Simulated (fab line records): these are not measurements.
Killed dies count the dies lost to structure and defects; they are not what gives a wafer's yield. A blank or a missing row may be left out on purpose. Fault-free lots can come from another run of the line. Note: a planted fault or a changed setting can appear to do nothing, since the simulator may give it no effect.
The tool behind it: which one? || flow n5 finfet || 31 wafers from 11 lots sampled at 2 of the route's 1938 steps

== WHAT EACH GAUGE READ, for each wafer ==
N5_BEOL_M10_CD_MEAS_35 targets a cd of 70 nm.
{"lot": "L698", "measured": "day 11 05:04", "on": "cd sem-03", "cd nm (nm)": "69.7 70.2 70.1"}
{"lot": "L702", "measured": "day 11 14:35", "on": "cd sem-01", "cd nm (nm)": "70.4 70.2 69.2"}
{"lot": "L700", "measured": "day 11 14:47", "on": "cd sem-02", "cd nm (nm)": "70.1 70.7 70.2"}
{"lot": "L703", "measured": "day 12 07:58", "on": "cd sem-02", "cd nm (nm)": "69.5 70.2 69.8"}
{"lot": "L706", "measured": "day 12 08:29", "on": "cd sem-03", "cd nm (nm)": "70.3 68.9 70.3"}
{"lot": "L710", "measured": "day 13 23:00", "on": "cd sem-01", "cd nm (nm)": "70.4 70.0 69.8"}
{"lot": "L709", "measured": "day 13 23:34", "on": "cd sem-02", "cd nm (nm)": "68.5 69.2 69.1"}
{"lot": "L712", "measured": "day 14 05:20", "on": "cd sem-03", "cd nm (nm)": "68.3 69.6 68.2"}
{"lot": "L714", "measured": "day 14 13:58", "on": "cd sem-02", "cd nm (nm)": "69.2 70.3 70.2"}
{"lot": "L716", "measured": "day 15 02:44", "on": "cd sem-03", "cd nm (nm)": "68.9 69.7"}
{"lot": "L715", "measured": "day 15 13:47", "on": "cd sem-03", "cd nm (nm)": "68.5 69.0"}

== TOOL THAT RAN EACH LOT (tool first, then ch and the chambers of the sampled wafers, then the start) ==
{"lot": "L698", "N5_BEOL_M10_ETCH_65": "rie diel-03 ch 1,2,3, day 11 04:27"}
{"lot": "L702", "N5_BEOL_M10_ETCH_65": "rie diel-03 ch 0,1,2, day 11 13:58"}
{"lot": "L700", "N5_BEOL_M10_ETCH_65": "rie diel-06 ch 0,1, day 11 14:11"}
{"lot": "L703", "N5_BEOL_M10_ETCH_65": "rie diel-06 ch 0,3, day 12 07:21"}
{"lot": "L706", "N5_BEOL_M10_ETCH_65": "rie diel-01 ch 0,1,3, day 12 07:53"}
{"lot": "L710", "N5_BEOL_M10_ETCH_65": "rie diel-01 ch 0,3, day 13 22:23"}
{"lot": "L709", "N5_BEOL_M10_ETCH_65": "rie diel-03 ch 0,2,3, day 13 22:56"}
{"lot": "L712", "N5_BEOL_M10_ETCH_65": "rie diel-06 ch 0,3, day 14 04:44"}
{"lot": "L714", "N5_BEOL_M10_ETCH_65": "rie diel-03 ch 2,3, day 14 13:21"}
{"lot": "L716", "N5_BEOL_M10_ETCH_65": "rie diel-01 ch 0,2, day 15 02:07"}
{"lot": "L715", "N5_BEOL_M10_ETCH_65": "rie diel-03 ch 0,1, day 15 13:10"}
- N5_BEOL_M10_ETCH_65: etches SiARC in CF4, target depth 39 nm, time 65 s.

== THE ANSWER, worked out from the rows above alone ==
Rule: the usual values come from the lots themselves. The widest of any qualifying gaps counts: lots, ordered by their means at a reading, are off when they make up no more than a third of the lots, leave a main group of 4 or more, and stand apart from it by 3 or more times the standard deviation of that group's means. Not used: any main group whose means are identical at the precision the tables above print for the reading. Also off: a lot with no number at a reading for which 4 or more lots have one. All remaining lots with rows at the step are treated as sound.
None of the lots is off at any reading shown; this tells nothing.

== WHAT THE SIMULATOR PUT IN ==
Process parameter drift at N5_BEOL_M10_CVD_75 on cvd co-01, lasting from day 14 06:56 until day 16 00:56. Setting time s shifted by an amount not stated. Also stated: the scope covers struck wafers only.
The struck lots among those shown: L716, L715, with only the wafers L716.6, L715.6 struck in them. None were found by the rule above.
